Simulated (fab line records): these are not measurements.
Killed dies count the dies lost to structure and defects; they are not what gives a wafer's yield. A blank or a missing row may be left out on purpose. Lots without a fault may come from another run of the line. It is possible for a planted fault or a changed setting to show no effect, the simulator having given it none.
Matching of chambers -- flow n5Finfet -- N5_BEOL_M13_VIA_ETCH_16 on rieDiel-01 has 4 sister chambers
The step etches SiOC in C4F8/O2/Ar, target depth 921.7 nm. 4 wafers are shown with their chamber, then 8 later ones without.

## WAFERS WITH THEIR CHAMBER
wafer,chamber,showerheadPlenumPTorr (Torr)
L084.6,0,3.56
L085.1,1,3.29
L085.4,3,3.49
L089.2,2,3.28

## WAFERS WHOSE CHAMBER IS MISSING
wafer,showerheadPlenumPTorr (Torr)
L089.3,3.28
L089.6,3.28
L093.1,3.28
L093.5,3.28
L093.6,3.28
L095.1,3.54
L095.2,3.28
L095.4,3.28

## WHICH CHAMBER EACH ONE RAN IN
wafer,from the rows above,in truth
L089.3,can't be placed: 2 or 1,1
L089.6,can't be placed: 2 or 1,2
L093.1,can't be placed: 2 or 1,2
L093.5,can't be placed: 2 or 1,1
L093.6,can't be placed: 2 or 1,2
L095.1,0,0
L095.2,can't be placed: 2 or 1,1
L095.4,can't be placed: 2 or 1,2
Placed correctly: 1 of 8. Unplaceable from these rows: 7, with the true chamber sitting among the candidates in 7. Number placed wrongly: 0.
How it was worked out, from the rows above alone: a wafer's distance from a chamber is the root of the sum, over the readings, of the square of ((its reading less the chamber's mean) divided by the reading's scatter). If the next closest chamber is less than 2 further off than the closest, the wafer can't be placed; otherwise it belongs to the closest. For every chamber, the mean is computed from those of its wafers that are shown. The scatter: with one shown wafer a chamber, the root of the mean of the squares of how far each hidden wafer lies from its nearest shown one.
